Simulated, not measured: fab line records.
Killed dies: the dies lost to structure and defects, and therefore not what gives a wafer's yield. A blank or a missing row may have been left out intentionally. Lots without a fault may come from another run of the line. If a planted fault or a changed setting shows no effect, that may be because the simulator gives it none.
A lot that was struck, set against a sound lot	flow nand-harc	17 out of 1302 route steps
Sound: these wafers, L100.2, L100.4, L100.6. Struck: wafer L998.1 (left out: L998.5, a lot-mate that was not struck); the cause follows at the end.
Order at every step that has rows: each side's tool, ch and its chambers, its first start. Under that, the readings that differ: sound wafers	struck wafers	difference of the means	sigmas: that difference in standard deviations of wafers without a fault.
alike: readings whose means differ by less than 2 such deviations, and words and numbers that are the same on both sides. not compared: withheld readings, readings that some wafer has no value for, bounds like >300 that may hide the same value, and numbers for which the record gives no deviation and whose values overlap.
The two part at a step that has a row with sigmas, a row that says differs or no value, or rows on one side only. Non-overlapping numbers with no deviation appear without sigmas and do not part them. Lack of a reading on every wafer of one side parts them only where that side has two or more wafers.

NHARC_A_M1_ETCH_35: etches the open film in N2/H2, target depth 40 nm, overetch 12 nm, time 43.94 s.
  sound on rie-diel-10 ch 1,3, day 30 18:28; struck on rie-diel-10 ch 3, day 29 12:36
  alike: drypump-motor-current-A, oes-product-au, rf-vpp-V, showerhead-plenum-p-Torr, throttle-valve-pct
  not compared: rf-hours-counter-h
NHARC_A_M1_ETCH_15: etches the open film in C4F8/Ar, target depth 182.5 nm, time 91.2 s.
  sound on rie-diel-10 ch 0,1; struck on rie-diel-10 ch 3
  alike: oes-product-au, rf-vpp-V
  not compared: rf-hours-counter-h
NHARC_A_M1_CD_MEAS_16:
  struck on cd-sem-02, day 29 12:48; sound on cd-sem-01, day 30 18:41
  alike: cd-nm
then, 3 steps without rows for these wafers: NHARC_A_M1_STRIP_18 (strips in N2/H2); NHARC_A_M1_ETCH_28 (etches the open film in CF4/N2, target depth 30 nm, time 72.99 s); NHARC_A_M1_STRIP_19 (strips in post etch residue remover, time 600 s).
NHARC_A_M1_DEGAS_29: time 60 s.
  struck on pvd-sputter-02, day 29 13:32; sound on pvd-sputter-01, day 30 19:25
  alike: heater-power-w
then, 1 step without rows for these wafers: NHARC_A_M1_PRE_CLEAN_30 (time 30 s).
NHARC_A_M1_PVD_20: deposits TaN, target thk 5 nm, time 8.06 s.
  sound on pvd-sputter-01; struck on pvd-sputter-02
  alike: throttle-valve-pct
then, 3 steps without rows for these wafers: NHARC_A_M1_PVD_21 (deposits Cu, target thk 30 nm, time 20.49 s); NHARC_A_M1_ECD_22 (material Cu, target thk 400 nm); NHARC_A_M1_ANNEAL_31 (time 90 s).
NHARC_A_M1_CMP_23: polishes, t overpolish 20 s, target thk 154.34 nm.
  sound on cmp-04 ch 0,1, day 30 20:29; struck on cmp-02 ch 3, day 29 14:38
  alike: motor-current-A, time-to-endpoint-s
then, 1 step without rows for these wafers: NHARC_A_M1_SRD_25.
NHARC_A_M1_INSPECT_27:
  struck on defect-inspect-02, day 29 15:05; sound on defect-inspect-02, day 30 20:58
reading	sound	struck	difference	sigmas
raw-defect-count	439 509 446	5106	+4641	+42
NHARC_A_M1_PRE_CLEAN_32: time 12 s.
  sound on pecvd-04 ch 0,2, day 30 21:02; struck on pecvd-03 ch 2, day 29 15:09
reading	sound	struck	difference	sigmas
heater-power-w (W)	644 654 643	489	-158	-2
NHARC_END_SORT_01:
  the record has rows for the sound wafers here (prober-01 ch 0, day 32 06:06) and none for the struck ones

WHERE THEY PART
Earliest at NHARC_A_M1_INSPECT_27; latest, in this record, at NHARC_END_SORT_01.

WHY: what the simulator had put in
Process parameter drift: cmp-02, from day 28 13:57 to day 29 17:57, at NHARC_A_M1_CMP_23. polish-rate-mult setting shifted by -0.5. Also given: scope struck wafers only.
